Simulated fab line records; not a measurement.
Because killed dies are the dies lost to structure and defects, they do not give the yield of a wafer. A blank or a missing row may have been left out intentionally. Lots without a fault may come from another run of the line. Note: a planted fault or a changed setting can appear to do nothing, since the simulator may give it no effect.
fab line records	flow n5-finfet
[record] lots = 7	wafers = 39
route steps=1938 shown WELL_APT@55 FIN_SAQP@96 FIN_CUT@169 DUMMY_GATE@243 SD_EPI_N@288 SD_EPI_P@321
start-h: hours from the record's opening day to when the first of the lot's shown wafers began	wait-h: hours from the lot's prior step to this one	" unchanged from the row above	L1.1+2: one row covering several wafers at once	- no value present, or no start provided	* or withheld: withheld	< > ~ a bound
route shown NAME@n: NAME is a module with steps in the file, n the number in the route of the first one	usual: mean and standard deviation over wafers with no fault	same: alike in all rows	chamber/n: place in a boat	sites: readings site by site	_std_site: standard deviation across them	_edge_site: mean of outer sites minus mean of inner sites	radius-mm: how far each site lies from the wafer's centre	mask NAME#n: copy n	behind: tool/chamber where the wafer was last shaped	hold: cause of the lot's hold/its duration in hours/its outcome	device: which transistor (n, p or np) failed to switch	end of line: tests run on the same wafers once the route is complete	step lacking rows: just its recipe	killed: count of dies lost to structure and defects at first sort (not the wafer's yield)	map: dies across one wafer; x = killed, . = not, _ = none there
set.NAME: the setting as run; set.NAME@STEP: as run at that earlier step	model.NAME: the simulator's own value behind a step, which no gauge read
lots where settings were altered on purpose, with a table for each step and a row for each wafer
[[steps]]
[step N5_WELL_APT_EPI_41]
[recipe] material = Si	target-thk-a = 500	temp-c = 650	precursor = SiH4/H2	pressure-torr = 20	time-s = 297.7
lot.wafer	tool	chamber	start-h	wait-h	set.time-s	model.Si_of_WELL_APT_EPI_41.thk-nm
L080.1	epi-rpcvd-03	0	51.94	0.0	317.5	52.9
L080.2	"	0	"	"	297.7	49.3
L080.3	"	0	"	"	317.5	53.05
L080.4	"	0	"	"	317.5	52.86
L080.5	"	0	"	"	297.7	49.06
L080.6	"	0	"	"	297.7	49.13
L081.1	epi-rpcvd-04	0	58.24	0.0	297.7	50.39
L081.2	"	0	"	"	297.7	50.76
L081.3	"	0	"	"	297.7	50.46
L081.4	"	0	"	"	297.7	50.8
L081.5	"	0	"	"	297.7	50.59
L081.6	"	0	"	"	297.7	50.56
L086.1+2	epi-rpcvd-02	0	87.85	0.0	297.7	50.01
L086.3	"	0	"	"	297.7	49.76
L086.4	"	0	"	"	284	46.75
L086.5	"	0	"	"	284	47.25
L086.6	"	0	"	"	284	47.57
L089.4	epi-rpcvd-02	0	107.37	0.3	297.7	50.1
L089.5	"	0	"	"	297.7	49.56
L089.6	"	0	"	"	297.7	49.77
L091.1	epi-rpcvd-03	0	119.34	0.0	285	47.08
L091.2	"	0	"	"	297.7	49.48
L091.3	"	0	"	"	297.7	49.75
L091.4	"	0	"	"	297.7	50.22
L091.5	"	0	"	"	285	47.59
L091.6	"	0	"	"	285	47.77
L094.1	epi-rpcvd-03	0	136.09	0.0	297.7	50.12
L094.2	"	0	"	"	310.6	51.8
L094.3	"	0	"	"	310.6	51.1
L094.4	"	0	"	"	297.7	49.2
L094.5	"	0	"	"	310.6	52.38
L094.6	"	0	"	"	297.7	49.41
L095.1	epi-rpcvd-03	0	141.96	0.0	274.3	45.53
L095.2	"	0	"	"	297.7	50.66
L095.3	"	0	"	"	297.7	50.51
L095.4	"	0	"	"	274.3	46.38
L095.5	"	0	"	"	297.7	50.48
L095.6	"	0	"	"	274.3	46.67
[step N5_FIN_SAQP_HM_DEP_03]
[recipe] material = SiNx	target-thk-a = 380	temp-c = 400	precursor = SiH4/NH3/N2	pressure-torr = 1.5	rf-w = 300	time-s = 33.6
lot.wafer	tool	chamber	start-h	wait-h	set.target-thk-a	model.SiNx_of_FIN_SAQP_HM_DEP_03.thk-nm
L080.1	pecvd-03	2	56.57	0.2	380	37.58
L080.2	"	0	"	"	349.8	34.58
L080.3	"	1	"	"	349.8	34.75
L080.4	"	1	"	"	349.8	34.67
L080.5	"	0	"	"	380	37.8
L080.6	"	2	"	"	380	37.69
L081.1	pecvd-01	2	62.99	0.2	425.1	42.02
L081.2	"	1	"	"	380	38.16
L081.3	"	0	"	"	425.1	41.75
L081.4	"	2	"	"	380	38.21
L081.5	"	0	"	"	380	37.64
L081.6	"	1	"	"	425.1	42.92
L086.1	pecvd-02	0	92.51	0.2	412.7	41.32
L086.2	"	1	"	"	412.7	41.56
L086.3	"	2	"	"	380	37.51
L086.4	"	1	"	"	380	38.44
L086.5	"	2	"	"	380	38.31
L086.6	"	0	"	"	412.7	41.98
L089.4	pecvd-01	2	111.52	0.1	380	38.41
L089.5	"	0	"	"	380	38.11
L089.6	"	1	"	"	380	38.94
L091.1	pecvd-01	0	124.37	0.2	380	37.92
L091.2	"	2	"	"	380	37.54
L091.3	"	1	"	"	380	38.4
L091.4	"	2	"	"	380	38.58
L091.5	"	0	"	"	380	38.85
L091.6	"	1	"	"	380	39.19
L094.1	pecvd-02	0	141.43	0.2	380	37.59
L094.2	"	2	"	"	380	37.15
L094.3	"	1	"	"	380	37.67
L094.4	"	1	"	"	380	38.06
L094.5	"	2	"	"	380	38.13
L094.6	"	0	"	"	380	38.41
L095.1	pecvd-02	2	146.41	0.2	380	37.28
L095.2	"	0	"	"	418.6	41.07
L095.3	"	0	"	"	418.6	41.72
L095.4	"	2	"	"	418.6	41.89
L095.5	"	0	"	"	380	37.84
L095.6	"	2	"	"	380	37.65
[step N5_FIN_SAQP_THK_MEAS_05]
[usual] thk-nm = 37.9/0.53
lot.wafer	tool	chamber	start-h	wait-h	set.target-thk-a@FIN_SAQP_HM_DEP_03	thk-nm
L080.1	film-metro-02	-	56.65	0.1	380	37.5
L080.2	"	-	"	"	349.8	34.6
L080.3	"	-	"	"	349.8	34.7
L080.4	"	-	"	"	349.8	34.6
L080.5	"	-	"	"	380	37.8
L080.6	"	-	"	"	380	37.6
L081.1	film-metro-02	-	63.08	0.1	425.1	42.0
L081.2	"	-	"	"	380	38.2
L081.3	"	-	"	"	425.1	41.7
L081.4	"	-	"	"	380	38.3
L081.5	"	-	"	"	380	37.7
L081.6	"	-	"	"	425.1	42.9
L086.1	film-metro-02	-	92.59	0.1	412.7	41.3
L086.2	"	-	"	"	412.7	41.6
L086.3	"	-	"	"	380	37.5
L086.4	"	-	"	"	380	38.5
L086.5	"	-	"	"	380	38.3
L086.6	"	-	"	"	412.7	41.9
L089.4	film-metro-02	-	111.66	0.1	380	38.4
L089.5	"	-	"	"	380	38.1
L089.6	"	-	"	"	380	38.9
L091.1	film-metro-01	-	124.45	0.1	380	37.9
L091.2	"	-	"	"	380	37.5
L091.3	"	-	"	"	380	38.4
L091.4	"	-	"	"	380	38.6
L091.5	"	-	"	"	380	38.8
L091.6	"	-	"	"	380	39.2
L094.1	film-metro-01	-	141.51	0.1	380	37.6
L094.2	"	-	"	"	380	37.2
L094.3	"	-	"	"	380	37.7
L094.4	"	-	"	"	380	38.1
L094.5	"	-	"	"	380	38.1
L094.6	"	-	"	"	380	38.4
L095.1	film-metro-02	-	146.52	0.1	380	37.3
L095.2	"	-	"	"	418.6	41.0
L095.3	"	-	"	"	418.6	41.7
L095.4	"	-	"	"	418.6	41.8
L095.5	"	-	"	"	380	37.8
L095.6	"	-	"	"	380	37.7
[step N5_FIN_SAQP_SPACER1_ALD_24]
[recipe] material = SiO2	target-thk-a = 203	temp-c = 300	ald-precursor-family = BDEAS	ald-co-reactant = O2-plasma	pulse-time-s = 1	purge-time-s = 2	co-reactant-purge-time-s = 2	ald-cycles = 218	pressure-torr = 2
lot.wafer	tool	chamber	start-h	wait-h	set.ald-cycles	model.SiO2_of_FIN_SAQP_SPACER1_ALD_24.thk-nm
L080.1	ald-sin-03	3	58.49	0.3	188	17.6
L080.2+4	"	2,1	"	"	188	17.4
L080.3	"	0	"	"	218	20.2
L080.5+6	"	0,1	"	"	218	20.4
L081.1+2+6	ald-sin-02	0,3,3	66.02	0.3	253	23.6
L081.3+4+5	"	2,1,2	"	"	218	20.4
L086.1+3	ald-sin-03	3,1	96.51	2.3	218	20.6
L086.2+4	"	2,0	"	"	182	17
L086.5	"	1	"	"	182	17.2
L086.6	"	2	"	"	218	20.4
L089.4+5	ald-sin-01	3,2	113.57	0.1	218	20.2
L089.6	"	1	"	"	218	20.4
L091.1+2+4	ald-sin-01	2,3,1	126.33	0.3	202	18.8
L091.3+6	"	0,3	"	"	218	20.2
L091.5	"	2	"	"	218	20.4
L094.1+2	ald-sin-02	3,1	143.39	0.3	218	20.2
L094.3	"	2	"	"	218	20.4
L094.4	"	0	"	"	196	18.2
L094.5+6	"	3,2	"	"	196	18.4
L095.1	ald-sin-03	1	149.34	1.1	182	16.8
L095.2+5	"	2,0	"	"	182	17
L095.3+4	"	3,0	"	"	218	20.2
L095.6	"	1	"	"	218	20.4
[step N5_FIN_SAQP_SPACER1_ETCHBACK_25]
[recipe] chemistry = CHF3/O2	mode = anisotropic-etchback	target = SiO2	target-depth-a = 244	time-s = 12.2	pressure-mtorr = 30	source-w = 650	bias-w = 170	Ar_flow_sccm = 200	CHF3_flow_sccm = 50	O2_flow_sccm = 5	ion-energy-ev = 200
[step N5_FIN_SAQP_MANDREL1_REMOVE_56]
[recipe] chemistry = HBr/Cl2/O2	bt-time-s = 10	target = a-Si	stop-on = SiNx	endpoint = OES-SiCl	over-etch-frac = 1	icp-w = 600	bias-w = 22	HBr_flow_sccm = 150	Cl2_flow_sccm = 80	O2_flow_sccm = 5	pressure-mtorr = 10
lot.wafer	tool	chamber	start-h	wait-h	set.ald-cycles@FIN_SAQP_SPACER1_ALD_24	model.FIN_SAQP.cd-nm
L080.1+2	rie-si-03	3,1	59.51	0.1	188	17.6
L080.3+5	"	0,2	"	"	218	20.2
L080.4	"	2	"	"	188	17.4
L080.6	"	3	"	"	218	20.4
L081.1+6	rie-si-02	2	66.83	0.1	253	23.6
L081.2	"	1	"	"	253	23.8
L081.3+4+5	"	0,0,1	"	"	218	20.4
L086.1+3+6	rie-si-02	3,2,0	97.36	0.1	218	20.6
L086.2+4+5	"	0,1,3	"	"	182	17.2
L089.4+5+6	rie-si-03	3,1,0	114.41	0.1	218	20.2
L091.1+2	rie-si-06	3,0	127.19	0.1	202	18.6
L091.3+5	"	2,1	"	"	218	20.2
L091.4	"	1	"	"	202	18.8
L091.6	"	0	"	"	218	20
L094.1	rie-si-02	0	144.20	0.1	218	20.2
L094.2+3	"	2,3	"	"	218	20.4
L094.4+5+6	"	1,3,2	"	"	196	18.4
L095.1+2+5	rie-si-02	0,3,1	150.15	0.1	182	17
L095.3+4	"	1,2	"	"	218	20.4
L095.6	"	0	"	"	218	20.6
[step N5_FIN_SAQP_CD_MEAS_27]
[recipe] target-cd-nm = 20	landing-energy-ev = 1000	detector = se-inlens	polarity = line
[usual] cd-nm = 20.31/0.24
lot.wafer	tool	chamber	start-h	wait-h	set.ald-cycles@FIN_SAQP_SPACER1_ALD_24	cd-nm
L080.1	cd-sem-01	0	59.62	0.1	188	17.51
L080.2	"	0	"	"	188	17.63
L080.3	"	0	"	"	218	19.69
L080.4	"	0	"	"	188	17.27
L080.5	"	0	"	"	218	20.18
L080.6	"	0	"	"	218	20.33
L081.1	cd-sem-02	0	66.94	0.1	253	22.97
L081.2	"	0	"	"	253	23.57
L081.3	"	0	"	"	218	20.53
L081.4	"	0	"	"	218	20.03
L081.5	"	0	"	"	218	20.75
L081.6	"	0	"	"	253	23.93
L086.1	cd-sem-01	0	97.47	0.1	218	20.61
L086.2	"	0	"	"	182	17.20
L086.3	"	0	"	"	218	20.51
L086.4	"	0	"	"	182	17.28
L086.5	"	0	"	"	182	17.10
L086.6	"	0	"	"	218	20.64
L089.4	cd-sem-01	0	114.49	0.0	218	20.20
L089.5	"	0	"	"	218	19.98
L089.6	"	0	"	"	218	20.39
L091.1	cd-sem-02	0	127.30	0.1	202	18.58
L091.2	"	0	"	"	202	18.91
L091.3	"	0	"	"	218	19.80
L091.4	"	0	"	"	202	18.73
L091.5	"	0	"	"	218	20.57
L091.6	"	0	"	"	218	20.15
L094.1	cd-sem-01	0	144.31	0.1	218	20.36
L094.2	"	0	"	"	218	20.17
L094.3	"	0	"	"	218	20.37
L094.4	"	0	"	"	196	18.56
L094.5	"	0	"	"	196	18.19
L094.6	"	0	"	"	196	18.61
L095.1	cd-sem-02	0	150.26	0.1	182	16.86
L095.2	"	0	"	"	182	16.95
L095.3	"	0	"	"	218	20.44
L095.4	"	0	"	"	218	20.26
L095.5	"	0	"	"	182	16.96
L095.6	"	0	"	"	218	20.65
[step N5_FIN_SAQP_ETCH_57]
[recipe] chemistry = CH3F/O2	target = SiNx	mask-material = SiO2	target-depth-a = 325	time-s = 46.4	pressure-mtorr = 30	source-w = 395	bias-w = 73	Ar_flow_sccm = 150	CH3F_flow_sccm = 30	O2_flow_sccm = 20	ion-energy-ev = 120	ends = cleared
[step N5_FIN_SAQP_ETCH_65]
[recipe] chemistry = CF4	target = SiO2	target-depth-a = 40	ion-energy-ev = 350	time-s = 4.4	pressure-mtorr = 10	icp-w = 800	bias-w = 400	cf4-flow-sccm = 80
[step N5_FIN_SAQP_MANDREL2_REMOVE_60]
[recipe] chemistry = HBr/Cl2/O2	bt-time-s = 10	target = a-Si	stop-on = SiNx	endpoint = OES-SiCl	over-etch-frac = 1	icp-w = 600	bias-w = 22	HBr_flow_sccm = 150	Cl2_flow_sccm = 80	O2_flow_sccm = 5	pressure-mtorr = 10
[step N5_FIN_SAQP_HM_OPEN_33]
[recipe] chemistry = CH3F/O2	target = SiNx	mask-material = SiO2	target-depth-a = 494	time-s = 70.6	pressure-mtorr = 30	source-w = 395	bias-w = 73	Ar_flow_sccm = 150	CH3F_flow_sccm = 30	O2_flow_sccm = 20	ion-energy-ev = 120	ends = cleared
[usual] etch-rf-on-time-s = 68.9/1.5
lot.wafer	tool	chamber	start-h	wait-h	set.target-thk-a@FIN_SAQP_HM_DEP_03	etch-rf-on-time-s	model.etch.depth-nm
L080.1	rie-diel-05	1	61.31	0.1	380	68.8	36.81
L080.2	"	3	"	"	349.8	63.1	33.87
L080.3	"	0	"	"	349.8	63.0	33.85
L080.4	"	2	"	"	349.8	64.2	33.95
L080.5	"	2	"	"	380	70.2	37.04
L080.6	"	3	"	"	380	68.6	36.79
L081.1	rie-diel-05	0	69.39	0.0	425.1	76.5	41.39
L081.2	"	2	"	"	380	70.4	37.5
L081.3	"	1	"	"	425.1	75.7	40.97
L081.4	"	3	"	"	380	69.5	37.49
L081.5	"	1	"	"	380	68.9	37.01
L081.6	"	0	"	"	425.1	77.5	42.14
L086.1	rie-diel-05	1	100.05	0.1	412.7	75.3	40.52
L086.2	"	2	"	"	412.7	76.9	40.93
L086.3	"	0	"	"	380	68.4	36.81
L086.4	"	3	"	"	380	70.1	37.81
L086.5	"	1	"	"	380	70.0	37.61
L086.6	"	2	"	"	412.7	77.8	41.35
L089.4	rie-diel-01	1	116.81	0.5	380	68.2	37.69
L089.5	"	3	"	"	380	68.0	37.2
L089.6	"	2	"	"	380	72.0	38.17
L091.1	rie-diel-05	3	128.99	0.1	380	68.5	37.16
L091.2	"	0	"	"	380	67.8	36.64
L091.3	"	1	"	"	380	69.2	37.68
L091.4	"	2	"	"	380	70.8	37.82
L091.5	"	2	"	"	380	70.7	38.09
L091.6	"	3	"	"	380	71.5	38.29
L094.1	rie-diel-05	1	145.91	0.0	380	68.1	36.96
L094.2	"	0	"	"	380	66.7	36.35
L094.3	"	2	"	"	380	69.7	37.04
L094.4	"	1	"	"	380	69.4	37.36
L094.5	"	2	"	"	380	71.0	37.5
L094.6	"	0	"	"	380	69.5	37.72
L095.1	rie-diel-01	2	152.03	0.1	380	69.5	36.48
L095.2	"	1	"	"	418.6	74.7	40.44
L095.3	"	0	"	"	418.6	73.7	41.02
L095.4	"	3	"	"	418.6	76.0	41.27
L095.5	"	0	"	"	380	66.4	37.21
L095.6	"	3	"	"	380	67.3	36.96
[step N5_FIN_CUT_ETCH_21]
[recipe] chemistry = N2/H2	target = SOC	target-depth-a = 2190	overetch-a = 438	mask-material = SiARC	temp-c = 40	ion-energy-ev = 100	bias-w = 61	time-s = 523.5	pressure-mtorr = 30	source-w = 850	n2-flow-sccm = 200	h2-flow-sccm = 200
lot.wafer	tool	chamber	start-h	wait-h	set.time-s	model.etch.depth-nm	model.SiARC_of_FIN_CUT_COAT_19.thk-nm
L080.1	rie-diel-02	1	62.70	0.0	523.5	229.4	12
L080.2	"	0	"	"	523.5	229.5	11.8
L080.3	"	3	"	"	523.5	230.1	12.4
L080.4	"	1	"	"	402.6	202	13.8
L080.5	"	0	"	"	402.6	206.3	13.6
L080.6	"	3	"	"	402.6	191.7	14.2
L081.1+3	rie-diel-03	0,2	70.69	0.0	523.5	229.5	12
L081.2	"	1	"	"	523.5	230.1	12.2
L081.4	"	3	"	"	523.5	229.6	12.4
L081.5	"	1	"	"	523.5	229.5	12.2
L081.6	"	2	"	"	523.5	229.1	12
L086.1	rie-diel-03	2	101.11	0.0	562.6	229.5	11.6
L086.2+4	"	3,1	"	"	523.5	229.6	12.4
L086.3	"	0	"	"	562.6	229.6	11.4
L086.5	"	3	"	"	562.6	230	11.8
L086.6	"	2	"	"	523.5	229.7	12.2
L089.4	rie-diel-04	1	117.96	0.0	523.5	229.5	11.8
L089.5	"	3	"	"	523.5	230.6	11.8
L089.6	"	2	"	"	523.5	229.4	12
L091.1	rie-diel-04	2	130.17	0.0	429.5	212.5	13.4
L091.2+5	"	3,1	"	"	523.5	230.2	11.6
L091.3	"	0	"	"	429.5	215.9	13.2
L091.4	"	1	"	"	429.5	221.5	13.2
L091.6	"	2	"	"	523.5	230.4	11.8
L094.1	rie-diel-02	1	147.21	0.0	565.5	229.6	11.2
L094.2	"	0	"	"	523.5	229.8	11.6
L094.3	"	2	"	"	523.5	230.4	12
L094.4	"	3	"	"	523.5	229.9	12
L094.5	"	3	"	"	565.5	230.1	11.2
L094.6	"	2	"	"	565.5	230	11.4
L095.1	rie-diel-02	1	153.21	0.0	523.5	231.2	12
L095.2	"	2	"	"	523.5	230.1	12.2
L095.3	"	0	"	"	410.8	210.3	13.6
L095.4	"	3	"	"	523.5	230.7	12.2
L095.5	"	2	"	"	410.8	201.7	13.8
L095.6	"	3	"	"	410.8	203.7	13.8
[step N5_DUMMY_GATE_ETCH_31]
[recipe] chemistry = C4F6/O2	target = SiO2	mask-material = SOC	target-depth-a = 825	time-s = 27.5	ion-energy-ev = 250	pressure-mtorr = 30	source-w = 345	bias-w = 185	Ar_flow_sccm = 300	C4F6_flow_sccm = 10	O2_flow_sccm = 10
lot.wafer	tool	chamber	start-h	wait-h	set.target-depth-a	model.etch.depth-nm	model.SOC_of_DUMMY_GATE_COAT_34.thk-nm
L080.1	rie-diel-04	3	81.79	0.0	825	81.92	51.8
L080.2	"	1	"	"	825	84.29	51.4
L080.3	"	2	"	"	825	81.32	52
L080.4	"	0	"	"	825	82.97	51.8
L080.5	"	1	"	"	825	84.25	51.4
L080.6	"	0	"	"	825	82.21	52.2
L081.1	rie-diel-02	0	91.21	0.0	928.7	93.03	50.6
L081.2	"	2	"	"	825	82.05	51.2
L081.3	"	1	"	"	825	83.65	51.4
L081.4	"	0	"	"	928.7	94.23	50.4
L081.5	"	1	"	"	928.7	92.65	50.4
L081.6	"	2	"	"	825	82.55	51.4
L086.1	rie-diel-02	0	120.86	0.1	825	83.1	52
L086.2	"	1	"	"	893.3	90.5	51.2
L086.3	"	2	"	"	893.3	89.72	51
L086.4	"	3	"	"	825	83.04	51.8
L086.5	"	0	"	"	893.3	90.21	51.2
L086.6	"	3	"	"	825	83.53	51.8
L089.4	rie-diel-04	0	137.88	0.1	825	82.67	52
L089.5	"	0	"	"	825	82.53	52.2
L089.6	"	1	"	"	825	83.47	51.8
L091.1	rie-diel-04	1	148.94	0.0	825	83.6	51.8
L091.2	"	2	"	"	825	80.74	52.2
L091.3	"	0	"	"	825	81.92	52.2
L091.4	"	3	"	"	825	82.17	52
L091.5	"	3	"	"	825	83.18	52
L091.6	"	2	"	"	825	81.29	52.2
L094.1	rie-diel-02	2	171.08	0.1	825	81.52	51.6
L094.2	"	0	"	"	734.8	74.64	52.6
L094.3	"	3	"	"	825	83.57	51.4
L094.4	"	2	"	"	734.8	73.16	52.4
L094.5	"	3	"	"	825	82.83	51.6
L094.6	"	0	"	"	734.8	74.4	52.8
L095.1	rie-diel-02	0	174.79	0.0	825	84.05	51.6
L095.2	"	3	"	"	825	83.28	51.8
L095.3	"	2	"	"	825	82.94	51.6
L095.4	"	2	"	"	862.2	86.46	51.2
L095.5	"	0	"	"	862.2	87.38	51.4
L095.6	"	3	"	"	862.2	87.04	51.2
[step N5_SD_EPI_N_EPI_21]
[recipe] material = Si:P	dopant = P	temp-c = 680	pressure-torr = 255	time-s = 690
lot.wafer	tool	chamber	start-h	wait-h	set.pressure-torr	model.Si-P_of_SD_EPI_N_EPI_21.thk-nm
L080.1	epi-rpcvd-04	0	85.73	0.1	237	58.2
L080.2+4	"	0	"	"	237	57.6
L080.3	"	0	"	"	237	56.8
L080.5+6	"	0	"	"	237	57.8
L081.1	epi-rpcvd-04	0	94.81	0.1	224.4	55.4
L081.2	"	0	"	"	224.4	55.2
L081.3+5	"	0	"	"	224.4	54.4
L081.4	"	0	"	"	224.4	55
L081.6	"	0	"	"	224.4	54.6
L086.1	epi-rpcvd-04	0	124.39	0.1	255	58
L086.2	"	0	"	"	255	58.6
L086.3	"	0	"	"	255	59.2
L086.4	"	0	"	"	255	59.6
L086.5	"	0	"	"	255	58.8
L086.6	"	0	"	"	255	59.4
L089.4	epi-rpcvd-02	0	143.36	1.6	255	57.2
L089.5	"	0	"	"	255	58.2
L089.6	"	0	"	"	255	58
L091.1	epi-rpcvd-04	0	152.95	0.1	301.8	63.2
L091.2	"	0	"	"	301.8	63
L091.3	"	0	"	"	301.8	64
L091.4	"	0	"	"	301.8	62.8
L091.5	"	0	"	"	301.8	63.4
L091.6	"	0	"	"	301.8	63.6
L094.1+4	epi-rpcvd-04	0	174.48	0.1	209.6	54.2
L094.2+6	"	0	"	"	209.6	54.8
L094.3+5	"	0	"	"	209.6	55
L095.1	epi-rpcvd-02	0	179.50	0.2	230.7	56.6
L095.2+3+5	"	0	"	"	230.7	56.4
L095.4	"	0	"	"	230.7	55.8
L095.6	"	0	"	"	230.7	56.8
[step N5_SD_EPI_N_PRECLEAN_24]
[recipe] chemistry = O3/DIW	time-s = 60	temp-c = 22	o3-ppm = 10
[step N5_SD_EPI_P_EPI_21]
[recipe] material = SiGe:B	dopant = B	temp-c = 550	pressure-torr = 20	ambient = H2	time-s = 355
[step N5_SD_EPI_P_HM_STRIP_48]
[recipe] chemistry = H3PO4	temp-c = 160	material = SiNx	target = SiNx	target-depth-a = 30	overetch-fraction = 0.3
lot.wafer	tool	chamber	start-h	wait-h	set.pressure-torr@SD_EPI_N_EPI_21	model.Si-P_of_SD_EPI_N_EPI_21.thk-nm
L080.1	wet-bench-01	5	92.83	0.0	237	57.6
L080.2	"	4	"	"	237	57
L080.3	"	6	"	"	237	56.2
L080.4	"	7	"	"	237	56.8
L080.5+6	"	3,2	"	"	237	57.2
L081.1	wet-bench-05	2	101.57	0.0	224.4	54.8
L081.2	"	4	"	"	224.4	54.6
L081.3+5	"	5,3	"	"	224.4	53.8
L081.4	"	1	"	"	224.4	54.4
L081.6	"	0	"	"	224.4	54
L086.1	wet-bench-05	7	131.59	0.0	255	57.4
L086.2+5	"	5,6	"	"	255	58
L086.3+6	"	3,2	"	"	255	58.6
L086.4	"	4	"	"	255	59
L089.4	wet-bench-03	0	149.51	0.0	255	56.6
L089.5+6	"	4,6	"	"	255	57.4
L091.1+2	wet-bench-01	1,7	159.71	0.0	301.8	62.4
L091.3	"	4	"	"	301.8	63.2
L091.4	"	6	"	"	301.8	62.2
L091.5	"	5	"	"	301.8	62.6
L091.6	"	0	"	"	301.8	63
L094.1+4	wet-bench-03	5,2	181.10	0.0	209.6	53.6
L094.2+6	"	1,0	"	"	209.6	54.2
L094.3+5	"	3,4	"	"	209.6	54.4
L095.1	wet-bench-03	4	186.64	0.0	230.7	56
L095.2+3+5	"	6,5,2	"	"	230.7	55.8
L095.4	"	3	"	"	230.7	55.2
L095.6	"	1	"	"	230.7	56.2
[[key]]
[split] step = N5_WELL_APT_EPI_41	setting = time-s	stated = 297.7	by = wafer
[response] step = N5_WELL_APT_EPI_41	reading = model.Si_of_WELL_APT_EPI_41.thk-nm	change = +0.557	per = 1%	r = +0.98
[split] step = N5_FIN_SAQP_HM_DEP_03	setting = target-thk-a	stated = 380	by = wafer
[response] step = N5_FIN_SAQP_HM_DEP_03	reading = model.SiNx_of_FIN_SAQP_HM_DEP_03.thk-nm	change = +0.38	per = 1%	r = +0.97
[response] step = N5_FIN_SAQP_THK_MEAS_05	reading = thk-nm	change = *	per = 1%	r = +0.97
[response] step = N5_FIN_SAQP_HM_OPEN_33	reading = etch-rf-on-time-s	change = *	per = 1%	r = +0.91
[response] step = N5_FIN_SAQP_HM_OPEN_33	reading = model.etch.depth-nm	change = +0.379	per = 1%	r = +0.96
[split] step = N5_FIN_SAQP_SPACER1_ALD_24	setting = ald-cycles	stated = 218	by = wafer
[response] step = N5_FIN_SAQP_SPACER1_ALD_24	reading = model.SiO2_of_FIN_SAQP_SPACER1_ALD_24.thk-nm	change = +0.203	per = 1%	r = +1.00
[response] step = N5_FIN_SAQP_MANDREL1_REMOVE_56	reading = model.FIN_SAQP.cd-nm	change = +0.204	per = 1%	r = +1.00
[response] step = N5_FIN_SAQP_CD_MEAS_27	reading = cd-nm	change = +0.199	per = 1%	r = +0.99
[split] step = N5_FIN_CUT_ETCH_21	setting = time-s	stated = 523.5	by = wafer
[response] step = N5_FIN_CUT_ETCH_21	reading = model.etch.depth-nm	change = +1.03	per = 1%	r = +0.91
[response] step = N5_FIN_CUT_ETCH_21	reading = model.SiARC_of_FIN_CUT_COAT_19.thk-nm	change = -0.0799	per = 1%	r = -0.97
[split] step = N5_DUMMY_GATE_ETCH_31	setting = target-depth-a	stated = 825	by = wafer
[response] step = N5_DUMMY_GATE_ETCH_31	reading = model.etch.depth-nm	change = +0.818	per = 1%	r = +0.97
[response] step = N5_DUMMY_GATE_ETCH_31	reading = model.SOC_of_DUMMY_GATE_COAT_34.thk-nm	change = -0.0831	per = 1%	r = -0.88
[split] step = N5_SD_EPI_N_EPI_21	setting = pressure-torr	stated = 255	by = lot
[response] step = N5_SD_EPI_N_EPI_21	reading = model.Si-P_of_SD_EPI_N_EPI_21.thk-nm	change = +0.248	per = 1%	r = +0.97
[response] step = N5_SD_EPI_P_HM_STRIP_48	reading = model.Si-P_of_SD_EPI_N_EPI_21.thk-nm	change = +0.245	per = 1%	r = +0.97
